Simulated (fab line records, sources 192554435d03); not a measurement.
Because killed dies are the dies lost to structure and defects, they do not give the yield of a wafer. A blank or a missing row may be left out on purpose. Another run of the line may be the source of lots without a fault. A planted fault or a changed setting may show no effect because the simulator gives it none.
fab line records	flow n5_finfet
record: lots: 24	wafers: 72	last_day: 18
route steps=1938 shown BEOL_M15@1786 PASS1_DEP@1831 MIM_TOP@1835
lots that met no fault: taken from a fault-free run of the same line
start_h: hours from the record's opening day to when the first of the lot's shown wafers began	wait_h: hours from the lot's prior step to this one	" identical to the entry in the row above	L1.1+2: a row that stands for several wafers	- no value present, or no start provided	* or withheld: withheld	< > ~ a bound
route shown NAME@n: NAME is a module with steps in the file, n the number in the route of the first one	usual: mean/standard deviation taken from wafers without a fault	same: alike in all rows	chamber/n: place in a boat	sites: the reading at each site	_std_site: the values' standard deviation	_edge_site: the outer-site mean with the inner-site mean subtracted	radius_mm: for every site, how far away it sits from the centre of the wafer	mask NAME#n: copy n	behind: the tool/chamber that last shaped the wafer	hold: what put the lot on hold/how long, in hours/how the hold closed	device: transistor that didn't switch, given as n, p or np	end of line: tests run on the same wafers once the route is complete	a step with no rows: only its recipe	killed: the dies lost at the first sort to structure and to defects; this is not the yield of the wafer	map: per-die view of a wafer (x killed, . not killed, _ where there is no die)
set.NAME: the setting the step ran with; set.NAME@STEP: the setting that earlier step ran with	model.NAME: the simulator's own value behind a step, which no gauge read
steps of the route over a sample of lots; a table a step, a row a wafer
services: the hour from which a tool's chamber was out of use, counted from the record's first day as start_h (under 0 if before that day), plus the number of hours and why
== steps ==
step: N5_BEOL_M15_DESCUM_15
recipe: chemistry: O2	time_s: 7.9	source_power_w: 50	bias_power_w: 20	pressure_mtorr: 20	rf_frequency_hz: 2.712e+07	temp_c: 40	o2_flow_sccm: 225
usual: drypump_motor_current_A: 5.8/0.64	oes_product_au: 0.83/0.1	rf_vpp_V: 243.1/1.2	showerhead_plenum_p_Torr: 2.09/0.059	throttle_valve_pct: 20.37/0.29
lot.wafer	tool	chamber	start_h	wait_h	drypump_motor_current_A	oes_product_au	rf_hours_counter_h	rf_vpp_V	showerhead_plenum_p_Torr	throttle_valve_pct
L074.2	rie_diel-03	0	264.73	0.4	5.1	0.97	3	242.6	2.06	20.47
L074.5	"	0	"	"	5.1	0.98	-	242.3	2.06	20.45
L074.6	"	2	"	"	5.6	0.71	-	241.7	2.09	20.89
L076.3	rie_diel-02	2	284.86	0.0	4.7	0.88	35	244.7	2.14	20.35
L076.5	"	1	"	"	6.6	0.67	-	244.9	2.15	20.68
L076.6	"	2	"	"	4.6	0.88	-	244.0	2.14	20.34
L075.1	rie_diel-02	2	287.63	0.0	4.6	0.87	36	244.3	2.14	20.36
L075.2	"	1	"	"	6.6	0.66	237	243.8	2.15	20.69
L075.6	"	2	"	"	4.7	0.88	-	244.8	2.14	20.34
L077.1	rie_diel-02	3	289.39	0.0	6.6	0.83	84	241.9	2.02	19.97
L077.3	"	2	"	"	4.7	0.87	37	243.4	2.14	20.36
L077.6	"	1	"	"	6.5	0.67	-	242.5	2.15	20.69
L080.3	rie_diel-03	2	291.32	0.2	5.6	0.70	236	243.3	2.09	20.91
L080.4	"	1	"	"	6.3	0.95	3	243.5	2.14	19.82
L080.5	"	3	"	"	5.8	0.75	-	243.0	2.10	20.21
L078.1	rie_diel-04	3	291.90	0.0	6.2	0.71	236	243.6	2.04	20.24
L078.2	"	0	"	"	5.9	0.72	164	239.2	1.92	20.44
L078.6	"	3	"	"	6.2	0.71	-	242.9	2.04	20.25
L079.1	rie_diel-02	3	292.57	0.0	6.6	0.84	85	241.0	2.02	20.00
L079.4	"	1	"	"	6.5	0.67	240	243.4	2.15	20.71
L079.5	"	1	"	"	6.6	0.67	-	243.5	2.15	20.70
L081.1	rie_diel-02	3	320.68	0.0	6.6	0.82	91	241.8	2.02	19.99
L081.2	"	2	"	"	4.7	0.85	45	244.9	2.13	20.35
L081.5	"	3	"	"	6.6	0.82	-	242.1	2.02	19.98
L084.1	rie_diel-02	0	322.12	0.0	5.7	0.95	9	244.0	2.16	20.73
L084.3	"	3	"	"	6.6	0.82	92	241.5	2.02	19.99
L084.5	"	1	"	"	6.6	0.65	-	243.6	2.15	20.72
L082.2	rie_diel-03	1	325.10	0.0	6.3	0.92	14	244.6	2.13	19.83
L082.5	"	3	"	"	5.8	0.75	-	241.2	2.10	20.22
L082.6	"	1	"	"	6.3	0.92	-	244.6	2.13	19.83
L083.2	rie_diel-02	3	327.03	0.0	6.6	0.81	93	241.0	2.02	20.00
L083.4	"	1	"	"	6.6	0.65	249	245.2	2.15	20.70
L083.6	"	2	"	"	4.6	0.85	-	242.3	2.13	20.36
L086.3	rie_diel-03	3	350.72	0.0	5.8	0.73	148	243.6	2.09	20.23
L086.5	"	3	"	"	5.8	0.73	-	242.4	2.09	20.22
L086.6	"	1	"	"	6.3	0.88	-	244.7	2.13	19.84
L087.2	rie_diel-04	0	350.89	0.0	5.9	0.71	180	239.3	1.91	20.46
L087.4	"	2	"	"	5.2	0.71	-	242.4	2.09	20.22
L087.5	"	0	"	"	5.9	0.71	-	240.2	1.91	20.47
L088.2	rie_diel-02	1	350.95	0.1	6.5	0.99	0	243.4	2.15	20.40
L088.3	"	0	"	"	5.8	0.92	19	243.5	2.15	20.74
L088.6	"	1	"	"	6.6	0.99	-	243.5	2.15	20.41
L090.1	rie_diel-03	1	363.63	0.3	6.3	0.87	30	243.9	2.13	19.86
L090.2	"	3	"	"	5.8	0.73	153	242.1	2.09	20.24
L090.3	"	2	"	"	5.6	1.00	2	243.9	2.08	20.56
L085.3	rie_diel-02	1	363.72	0.2	6.5	0.95	5	243.9	2.15	20.40
L085.4	"	3	"	"	6.6	0.80	105	240.9	2.01	20.01
L085.5	"	1	"	"	6.6	0.96	-	244.3	2.15	20.41
L089.1	rie_diel-03	2	364.04	0.3	5.6	1.00	2	243.0	2.08	20.54
L089.3	"	3	"	"	5.8	0.73	153	243.5	2.09	20.24
L089.4	"	0	"	"	5.1	0.90	23	243.6	2.06	20.49
L092.2	rie_diel-02	0	366.58	0.2	5.7	0.90	26	243.2	2.15	20.73
L092.4	"	2	"	"	4.6	0.83	59	243.4	2.13	20.38
L092.5	"	0	"	"	5.7	0.91	-	243.8	2.15	20.75
L091.2	rie_diel-04	3	382.34	0.0	6.3	0.94	9	242.9	2.03	19.96
L091.4	"	2	"	"	5.2	0.70	211	242.8	2.09	20.25
L091.6	"	1	"	"	5.3	0.76	-	241.3	2.01	20.10
L094.3	rie_diel-02	0	388.76	0.0	5.7	0.89	31	243.7	2.15	20.74
L094.4	"	2	"	"	4.7	0.83	64	244.2	2.13	20.39
L094.6	"	1	"	"	6.6	0.93	-	243.7	2.14	20.43
L095.4	rie_diel-03	2	391.74	0.0	5.6	0.97	10	243.2	2.08	20.58
L095.5	"	3	"	"	5.8	0.71	-	242.8	2.09	20.26
L095.6	"	0	"	"	5.1	0.90	-	242.2	2.05	20.52
L093.2	rie_diel-03	3	392.60	0.1	5.8	0.72	162	242.7	2.09	20.26
L093.3	"	0	"	"	5.1	0.89	32	242.2	2.05	20.51
L093.4	"	2	"	"	5.6	0.96	10	242.7	2.08	20.57
L096.2	rie_diel-03	2	400.79	0.0	5.6	0.96	13	243.4	2.08	20.56
L096.3	"	1	"	"	6.3	0.86	42	243.4	2.12	19.88
L096.5	"	3	"	"	5.8	0.72	-	242.5	2.09	20.25
L097.1	rie_diel-02	2	418.13	0.0	4.7	0.82	74	243.1	2.12	20.41
L097.4	"	3	"	"	6.6	0.79	120	243.4	2.01	20.02
L097.5	"	3	"	"	6.6	0.79	-	241.8	2.01	20.03
step: N5_BEOL_M15_CD_MEAS_17
recipe: target_cd_nm: 360	polarity: opening
usual: cd_nm: 359.8/2.1
lot.wafer	tool	chamber	start_h	wait_h	cd_nm
L074.2	cd_sem-02	-	265.24	0.0	356.2
L074.5	"	-	"	"	356.3
L074.6	"	-	"	"	358.8
L076.3	cd_sem-01	-	285.36	0.0	358.6
L076.5	"	-	"	"	359.7
L076.6	"	-	"	"	358.6
L075.1	cd_sem-02	-	288.12	0.0	360.1
L075.2	"	-	"	"	358.8
L075.6	"	-	"	"	357.4
L077.1	cd_sem-01	-	289.89	0.0	359.8
L077.3	"	-	"	"	357.8
L077.6	"	-	"	"	360.8
L080.3	cd_sem-02	-	291.82	0.0	364.3
L080.4	"	-	"	"	360.0
L080.5	"	-	"	"	363.7
L078.1	cd_sem-02	-	292.41	0.0	361.0
L078.2	"	-	"	"	362.2
L078.6	"	-	"	"	360.7
L079.1	cd_sem-01	-	293.07	0.0	357.5
L079.4	"	-	"	"	358.9
L079.5	"	-	"	"	360.5
L081.1	cd_sem-02	-	321.18	0.0	359.6
L081.2	"	-	"	"	362.2
L081.5	"	-	"	"	362.4
L084.1	cd_sem-03	-	322.61	0.0	362.9
L084.3	"	-	"	"	360.3
L084.5	"	-	"	"	362.9
L082.2	cd_sem-02	-	325.60	0.0	361.1
L082.5	"	-	"	"	360.5
L082.6	"	-	"	"	359.9
L083.2	cd_sem-02	-	327.53	0.0	360.3
L083.4	"	-	"	"	359.6
L083.6	"	-	"	"	358.7
L086.3	cd_sem-03	-	351.22	0.0	358.3
L086.5	"	-	"	"	358.6
L086.6	"	-	"	"	358.0
L087.2	cd_sem-02	-	351.39	0.0	360.7
L087.4	"	-	"	"	358.7
L087.5	"	-	"	"	360.4
L088.2	cd_sem-03	-	351.45	0.0	360.9
L088.3	"	-	"	"	360.2
L088.6	"	-	"	"	359.3
L090.1	cd_sem-02	-	364.12	0.0	357.5
L090.2	"	-	"	"	356.5
L090.3	"	-	"	"	357.7
L085.3	cd_sem-01	-	364.22	0.0	359.7
L085.4	"	-	"	"	358.1
L085.5	"	-	"	"	362.6
L089.1	cd_sem-03	-	364.53	0.0	356.9
L089.3	"	-	"	"	356.1
L089.4	"	-	"	"	358.7
L092.2	cd_sem-03	-	367.08	0.0	360.6
L092.4	"	-	"	"	360.7
L092.5	"	-	"	"	360.8
L091.2	cd_sem-03	-	382.84	0.0	360.6
L091.4	"	-	"	"	361.5
L091.6	"	-	"	"	363.9
L094.3	cd_sem-02	-	389.26	0.0	358.0
L094.4	"	-	"	"	359.1
L094.6	"	-	"	"	361.7
L095.4	cd_sem-02	-	392.25	0.0	358.8
L095.5	"	-	"	"	359.0
L095.6	"	-	"	"	359.0
L093.2	cd_sem-02	-	393.10	0.0	357.1
L093.3	"	-	"	"	357.5
L093.4	"	-	"	"	357.7
L096.2	cd_sem-02	-	401.28	0.0	355.7
L096.3	"	-	"	"	359.2
L096.5	"	-	"	"	361.2
L097.1	cd_sem-03	-	418.62	0.0	360.1
L097.4	"	-	"	"	359.0
L097.5	"	-	"	"	358.4
step: N5_BEOL_M15_SPUTTER_44
recipe: material: Ta	target_thk_a: 150	temp_c: 50	bias_v: 80	power_w: 15000	chamber_pressure_pa: 0.07	time_s: 24.19
usual: susceptor_temp_C: 49.99/0.13	throttle_valve_pct: 30.0/0.88
lot.wafer	tool	chamber	start_h	wait_h	susceptor_temp_C	throttle_valve_pct
L074.2	pvd_sputter-02	-	277.67	0.0	49.97	30.8
L074.5	"	-	"	"	50.07	30.8
L074.6	"	-	"	"	50.00	29.7
L076.3	pvd_sputter-01	-	287.57	0.0	49.76	30.3
L076.5	"	-	"	"	49.91	29.7
L076.6	"	-	"	"	50.01	28.2
L075.1	pvd_sputter-03	-	291.54	0.0	50.09	30.8
L075.2	"	-	"	"	49.96	30.9
L075.6	"	-	"	"	49.92	30.8
L078.1	pvd_sputter-02	-	296.55	0.0	49.90	28.8
L078.2	"	-	"	"	49.72	29.4
L078.6	"	-	"	"	50.05	30.8
L079.1	pvd_sputter-01	-	296.63	0.0	50.01	28.3
L079.4	"	-	"	"	49.99	29.3
L079.5	"	-	"	"	49.94	30.2
L080.3	pvd_sputter-01	-	297.03	0.0	49.82	28.2
L080.4	"	-	"	"	49.95	29.6
L080.5	"	-	"	"	49.77	30.7
L077.1	pvd_sputter-03	-	299.84	0.0	50.06	30.7
L077.3	"	-	"	"	50.03	31.0
L077.6	"	-	"	"	50.05	30.7
L081.1	pvd_sputter-02	-	325.61	0.0	49.90	29.6
L081.2	"	-	"	"	49.81	30.7
L081.5	"	-	"	"	49.85	30.7
L084.1	pvd_sputter-03	-	325.89	0.0	50.12	29.7
L084.3	"	-	"	"	50.09	31.1
L084.5	"	-	"	"	49.95	30.3
L082.2	pvd_sputter-01	-	328.36	0.0	50.24	29.6
L082.5	"	-	"	"	50.04	29.6
L082.6	"	-	"	"	49.93	28.1
L083.2	pvd_sputter-03	-	329.56	0.0	50.12	30.6
L083.4	"	-	"	"	50.14	30.9
L083.6	"	-	"	"	49.77	30.8
L086.3	pvd_sputter-02	-	356.25	0.0	49.89	28.9
L086.5	"	-	"	"	49.97	29.4
L086.6	"	-	"	"	49.73	30.8
L087.2	pvd_sputter-01	-	356.33	0.0	49.96	29.4
L087.4	"	-	"	"	49.93	29.5
L087.5	"	-	"	"	50.00	29.4
L088.2	pvd_sputter-03	-	363.07	0.0	49.93	30.1
L088.3	"	-	"	"	49.94	31.2
L088.6	"	-	"	"	49.90	30.9
L090.1	pvd_sputter-01	-	367.63	0.0	49.96	29.3
L090.2	"	-	"	"	49.80	28.2
L090.3	"	-	"	"	50.13	29.5
L085.3	pvd_sputter-01	-	373.57	0.0	49.94	29.4
L085.4	"	-	"	"	49.98	28.2
L085.5	"	-	"	"	49.80	28.2
L089.1	pvd_sputter-03	-	375.46	0.0	49.88	30.6
L089.3	"	-	"	"	50.08	30.9
L089.4	"	-	"	"	49.80	30.0
L092.2	pvd_sputter-03	-	376.78	0.0	50.01	30.6
L092.4	"	-	"	"	49.86	30.9
L092.5	"	-	"	"	49.91	30.9
L091.2	pvd_sputter-03	-	385.28	0.0	49.92	30.2
L091.4	"	-	"	"	49.89	30.6
L091.6	"	-	"	"	49.96	30.4
L094.3	pvd_sputter-02	-	392.99	0.0	50.02	29.0
L094.4	"	-	"	"	50.14	29.9
L094.6	"	-	"	"	50.03	30.9
L095.4	pvd_sputter-01	-	394.79	0.0	50.01	30.4
L095.5	"	-	"	"	50.28	29.6
L095.6	"	-	"	"	49.96	29.3
L093.2	pvd_sputter-01	-	398.87	0.0	50.03	29.5
L093.3	"	-	"	"	49.91	30.3
L093.4	"	-	"	"	49.91	28.0
L096.2	pvd_sputter-02	-	404.98	0.0	50.08	29.8
L096.3	"	-	"	"	49.92	29.4
L096.5	"	-	"	"	50.03	29.1
L097.1	pvd_sputter-03	-	421.59	0.0	50.12	30.3
L097.4	"	-	"	"	49.99	31.0
L097.5	"	-	"	"	50.17	29.9
step: N5_BEOL_M15_ANNEAL_48
recipe: temp_c: 225	time_s: 90	ambient: N2
usual: anneal_temp_c: 225.00/0.17	wafer_temp_C_max: 226.1/0.36
lot.wafer	tool	chamber	start_h	wait_h	anneal_temp_c	wafer_temp_C_max
L074.2	rtp_anneal-01	0	279.85	1.9	224.71	226.2
L074.5	"	0	"	"	224.96	226.2
L074.6	"	0	"	"	224.92	225.9
L076.3	rtp_anneal-01	0	289.98	2.1	225.15	225.9
L076.5	"	0	"	"	225.16	225.8
L076.6	"	0	"	"	225.33	226.0
L075.1	rtp_anneal-01	0	293.73	1.9	225.04	226.1
L075.2	"	0	"	"	225.02	226.1
L075.6	"	0	"	"	225.26	226.1
L078.1	rtp_anneal-01	0	299.73	2.9	224.87	226.5
L078.2	"	0	"	"	224.77	226.0
L078.6	"	0	"	"	224.99	225.8
L079.1	rtp_anneal-01	0	300.18	3.3	225.05	226.4
L079.4	"	0	"	"	225.01	226.1
L079.5	"	0	"	"	225.27	225.9
L080.3	rtp_anneal-01	0	301.26	3.9	224.97	226.3
L080.4	"	0	"	"	225.02	226.3
L080.5	"	0	"	"	224.94	226.2
L077.1	rtp_anneal-01	0	302.52	2.4	224.91	226.1
L077.3	"	0	"	"	224.92	225.8
L077.6	"	0	"	"	224.81	226.2
L081.1	rtp_anneal-01	0	328.51	2.6	225.13	225.8
L081.2	"	0	"	"	225.29	226.1
L081.5	"	0	"	"	225.11	226.0
L084.1	rtp_anneal-01	0	329.23	3.1	225.45	226.0
L084.3	"	0	"	"	224.94	226.4
L084.5	"	0	"	"	224.82	226.6
L082.2	rtp_anneal-01	0	331.46	2.8	225.12	225.7
L082.5	"	0	"	"	224.88	225.8
L082.6	"	0	"	"	225.19	225.8
L083.2	rtp_anneal-01	0	333.08	3.3	225.00	226.0
L083.4	"	0	"	"	224.93	226.0
L083.6	"	0	"	"	224.80	226.2
L086.3	rtp_anneal-01	0	357.91	1.3	225.27	225.9
L086.5	"	0	"	"	225.17	226.2
L086.6	"	0	"	"	224.95	226.0
L087.2	rtp_anneal-01	0	358.56	2.0	225.16	225.9
L087.4	"	0	"	"	225.06	226.2
L087.5	"	0	"	"	224.99	225.6
L088.2	rtp_anneal-01	0	364.74	1.4	225.30	226.1
L088.3	"	0	"	"	225.27	226.0
L088.6	"	0	"	"	225.15	226.3
L090.1	rtp_anneal-01	0	370.20	2.3	225.14	226.0
L090.2	"	0	"	"	225.16	225.7
L090.3	"	0	"	"	225.36	225.6
L085.3	rtp_anneal-01	0	374.67	0.8	225.01	225.6
L085.4	"	0	"	"	225.13	226.4
L085.5	"	0	"	"	225.24	225.9
L089.1	rtp_anneal-01	0	377.67	1.9	225.06	226.0
L089.3	"	0	"	"	225.16	226.2
L089.4	"	0	"	"	224.77	226.5
L092.2	rtp_anneal-01	0	380.41	3.3	225.02	226.2
L092.4	"	0	"	"	224.92	226.3
L092.5	"	0	"	"	224.93	226.1
L091.2	rtp_anneal-02	0	386.62	1.1	224.81	227.4
L091.4	"	0	"	"	225.03	226.8
L091.6	"	0	"	"	224.96	226.9
L094.3	rtp_anneal-01	0	393.52	0.2	224.67	225.8
L094.4	"	0	"	"	224.61	225.8
L094.6	"	0	"	"	224.89	225.6
L095.4	rtp_anneal-01	0	395.47	0.3	224.77	226.3
L095.5	"	0	"	"	224.71	225.5
L095.6	"	0	"	"	224.82	226.1
L093.2	rtp_anneal-01	0	399.36	0.2	224.88	225.9
L093.3	"	0	"	"	224.83	225.9
L093.4	"	0	"	"	224.95	225.6
L096.2	rtp_anneal-02	0	405.46	0.2	224.84	227.7
L096.3	"	0	"	"	225.01	226.7
L096.5	"	0	"	"	224.85	227.2
L097.1	rtp_anneal-01	0	422.59	0.7	225.04	226.1
L097.4	"	0	"	"	224.98	226.2
L097.5	"	0	"	"	225.11	226.1
step: N5_PASSIVATION_PECVD_00
recipe: material: SiO2	target_thk_a: 2000	temp_c: 400	precursor: SiH4/N2O	pressure_torr: 2.7	rf_w: 608	time_s: 11.2
usual: heater_power_w: 624/64	showerhead_plenum_p_Torr: 8.18/0.067	susceptor_temp_C: 399.98/0.23	throttle_valve_pct: 52.3/2.8
lot.wafer	tool	chamber	start_h	wait_h	heater_power_w	showerhead_plenum_p_Torr	susceptor_temp_C	throttle_valve_pct
L074.2	pecvd-03	2	281.54	0.7	582	8.18	400.01	47.8
L074.5	"	2	"	"	612	8.19	400.27	47.7
L074.6	"	0	"	"	639	8.26	400.17	50.6
L076.3	pecvd-03	0	291.62	0.5	659	8.23	399.55	50.8
L076.5	"	2	"	"	647	8.16	399.75	47.7
L076.6	"	0	"	"	636	8.25	399.69	51.1
L075.1	pecvd-03	2	295.46	0.8	693	8.19	400.32	47.5
L075.2	"	0	"	"	643	8.27	399.97	50.6
L075.6	"	2	"	"	706	8.19	400.21	47.6
L078.1	pecvd-03	1	301.47	0.8	655	8.20	399.79	54.4
L078.2	"	2	"	"	694	8.19	399.71	47.6
L078.6	"	0	"	"	636	8.26	399.61	50.7
L079.1	pecvd-01	1	301.94	0.8	574	8.18	400.12	58.1
L079.4	"	1	"	"	577	8.20	400.40	57.9
L079.5	"	0	"	"	557	8.18	400.14	51.7
L080.3	pecvd-02	1	302.90	0.5	612	8.09	400.04	51.2
L080.4	"	1	"	"	637	8.09	399.87	51.4
L080.5	"	0	"	"	566	8.24	399.83	55.8
L077.1	pecvd-01	0	304.25	0.8	606	8.18	400.10	51.7
L077.3	"	2	"	"	597	8.05	399.61	49.5
L077.6	"	1	"	"	593	8.17	400.09	57.8
L081.1	pecvd-02	1	330.25	0.8	677	8.09	399.58	51.2
L081.2	"	0	"	"	510	8.22	399.69	55.7
L081.5	"	0	"	"	542	8.24	399.76	55.7
L084.1	pecvd-02	0	330.98	0.8	488	8.21	399.79	55.5
L084.3	"	0	"	"	497	8.26	399.61	55.8
L084.5	"	0	"	"	506	8.26	399.30	55.7
L082.2	pecvd-02	1	333.15	0.7	709	8.10	399.88	51.6
L082.5	"	0	"	"	527	8.26	399.91	55.6
L082.6	"	1	"	"	572	8.09	400.16	51.5
L083.2	pecvd-01	0	334.79	0.7	576	8.17	399.64	51.3
L083.4	"	2	"	"	637	8.05	399.93	50.4
L083.6	"	1	"	"	555	8.17	399.82	57.7
L086.3	pecvd-02	2	359.55	0.5	642	8.09	400.16	53.1
L086.5	"	1	"	"	689	8.08	400.03	51.6
L086.6	"	0	"	"	517	8.23	399.98	55.7
L087.2	pecvd-01	0	360.35	0.7	574	8.18	399.93	51.4
L087.4	"	2	"	"	536	8.06	400.17	50.0
L087.5	"	1	"	"	538	8.19	400.20	57.8
L088.2	pecvd-02	2	366.61	0.7	697	8.11	400.44	53.1
L088.3	"	2	"	"	704	8.10	400.15	53.0
L088.6	"	2	"	"	700	8.08	400.39	53.2
L090.1	pecvd-03	0	371.93	0.8	658	8.25	399.78	51.3
L090.2	"	2	"	"	700	8.17	400.17	48.1
L090.3	"	1	"	"	666	8.20	400.22	54.2
L085.3	pecvd-01	0	376.31	0.5	630	8.16	400.06	51.7
L085.4	"	1	"	"	563	8.17	399.66	57.8
L085.5	"	2	"	"	576	8.04	399.96	50.2
L089.1	pecvd-03	1	379.40	0.8	675	8.21	400.31	54.3
L089.3	"	0	"	"	615	8.26	399.83	51.0
L089.4	"	0	"	"	622	8.26	400.33	51.2
L092.2	pecvd-02	1	382.11	0.7	699	8.11	400.13	51.9
L092.4	"	0	"	"	480	8.24	400.01	55.8
L092.5	"	1	"	"	716	8.07	399.88	52.1
L091.2	pecvd-03	0	388.31	0.7	655	8.27	400.35	51.2
L091.4	"	1	"	"	755	8.19	399.95	54.2
L091.6	"	0	"	"	640	8.27	400.30	51.1
L094.3	pecvd-03	1	395.19	0.5	636	8.19	399.68	54.4
L094.4	"	1	"	"	634	8.21	399.72	54.5
L094.6	"	2	"	"	663	8.17	400.13	48.5
L095.4	pecvd-03	2	397.09	0.4	701	8.18	399.80	48.5
L095.5	"	1	"	"	622	8.21	399.80	54.5
L095.6	"	0	"	"	521	8.27	400.30	51.3
L093.2	pecvd-03	2	401.07	0.7	660	8.19	400.29	48.5
L093.3	"	1	"	"	637	8.21	399.66	54.3
L093.4	"	0	"	"	646	8.26	400.12	51.1
L096.2	pecvd-01	1	407.16	0.7	508	8.17	399.91	58.2
L096.3	"	0	"	"	644	8.19	400.12	51.4
L096.5	"	0	"	"	523	8.19	400.14	51.6
L097.1	pecvd-03	0	424.34	0.8	646	8.25	400.04	51.3
L097.4	"	2	"	"	692	8.19	399.84	48.5
L097.5	"	0	"	"	657	8.26	400.39	51.4
step: N5_MIM_TOP_ALD_01
recipe: material: HfO2	target_thk_a: 56	temp_c: withheld	ald_precursor_family: Hf-amide	ald_co_reactant: O3	pulse_time_s: 1	purge_time_s: 3	co_reactant_purge_time_s: 2	co_reactant_pulse_time_s: 3	ald_cycles: 62
usual: precursor_pulse_height_rel: 0.998/0.019
lot.wafer	tool	chamber	start_h	wait_h	precursor_pulse_height_rel
L074.2	ald_hk-01	1	-	-	0.999
L074.5	"	0	"	"	1.011
L074.6	"	3	"	"	1.006
L076.3	ald_hk-01	2	-	-	0.990
L076.5	"	1	"	"	0.993
L076.6	"	2	"	"	0.986
L075.1	ald_hk-01	0	-	-	1.002
L075.2	"	3	"	"	1.006
L075.6	"	2	"	"	0.991
L078.1	ald_hk-01	0	-	-	1.013
L078.2	"	3	"	"	0.990
L078.6	"	0	"	"	1.029
L079.1	ald_hk-02	0	-	-	1.036
L079.4	"	1	"	"	1.030
L079.5	"	0	"	"	1.018
L080.3	ald_hk-03	1	-	-	1.000
L080.4	"	2	"	"	1.013
L080.5	"	3	"	"	1.011
L077.1	ald_hk-03	2	-	-	1.011
L077.3	"	0	"	"	0.997
L077.6	"	3	"	"	0.995
L081.1	ald_hk-01	2	-	-	1.021
L081.2	"	0	"	"	0.987
L081.5	"	1	"	"	1.020
L084.1	ald_hk-03	2	-	-	1.010
L084.3	"	3	"	"	1.001
L084.5	"	2	"	"	0.989
L082.2	ald_hk-02	2	-	-	1.000
L082.5	"	2	"	"	0.990
L082.6	"	3	"	"	0.996
L083.2	ald_hk-01	3	-	-	0.973
L083.4	"	2	"	"	0.994
L083.6	"	2	"	"	0.989
L086.3	ald_hk-01	2	-	-	1.023
L086.5	"	0	"	"	1.024
L086.6	"	3	"	"	1.024
L087.2	ald_hk-02	3	-	-	0.982
L087.4	"	1	"	"	0.967
L087.5	"	1	"	"	1.003
L088.2	ald_hk-02	2	-	-	1.008
L088.3	"	0	"	"	0.984
L088.6	"	2	"	"	1.002
L090.1	ald_hk-01	2	-	-	0.975
L090.2	"	0	"	"	0.978
L090.3	"	1	"	"	0.990
L085.3	ald_hk-03	1	-	-	1.023
L085.4	"	3	"	"	1.023
L085.5	"	0	"	"	1.016
L089.1	ald_hk-02	0	-	-	0.990
L089.3	"	1	"	"	0.975
L089.4	"	3	"	"	0.962
L092.2	ald_hk-01	2	-	-	1.005
L092.4	"	0	"	"	1.000
L092.5	"	2	"	"	0.990
L091.2	ald_hk-01	1	-	-	0.972
L091.4	"	0	"	"	0.970
L091.6	"	1	"	"	1.019
L094.3	ald_hk-03	3	-	-	1.041
L094.4	"	0	"	"	1.014
L094.6	"	0	"	"	0.966
L095.4	ald_hk-01	3	-	-	0.999
L095.5	"	3	"	"	0.968
L095.6	"	0	"	"	0.980
L093.2	ald_hk-03	3	-	-	1.011
L093.3	"	2	"	"	0.973
L093.4	"	0	"	"	1.028
L096.2	ald_hk-03	1	-	-	0.998
L096.3	"	0	"	"	0.999
L096.5	"	3	"	"	0.998
L097.1	ald_hk-02	0	-	-	1.027
L097.4	"	1	"	"	0.994
L097.5	"	3	"	"	0.987
== services ==
tool	chamber	start_h	hours	kind
pecvd-02	-	246.63	2.5	repair
rie_diel-03	-	271.55	14.6	pm
ald_hk-03	-	271.71	2.5	repair
rie_diel-02	0	274.53	-	clean
rtp_anneal-02	-	276.12	56.7	pm
ald_hk-03	-	283.16	0.7	repair
pecvd-02	1	315.25	3.4	repair
rie_diel-03	0	318.78	21.1	repair
rie_diel-04	0	319.25	5.6	repair
ald_hk-01	-	324.43	0.8	repair
ald_hk-02	-	327.56	6.0	pm
pecvd-02	-	328.67	1.5	repair
ald_hk-02	-	336.01	3.2	repair
pecvd-03	1	341.51	5.2	repair
rtp_anneal-02	-	354.59	31.2	repair
pvd_sputter-02	-	357.48	4.6	repair
pecvd-02	0	359.75	7.6	repair
ald_hk-01	-	367.53	2.1	repair
ald_hk-01	-	375.82	6.0	pm
rie_diel-04	0	408.04	3.4	repair
pecvd-01	-	408.67	2.8	pm
rie_diel-04	2	410.08	2.7	repair
ald_hk-02	-	416.15	2.8	pm
rie_diel-04	-	425.30	0.3	repair
== key ==
fault none
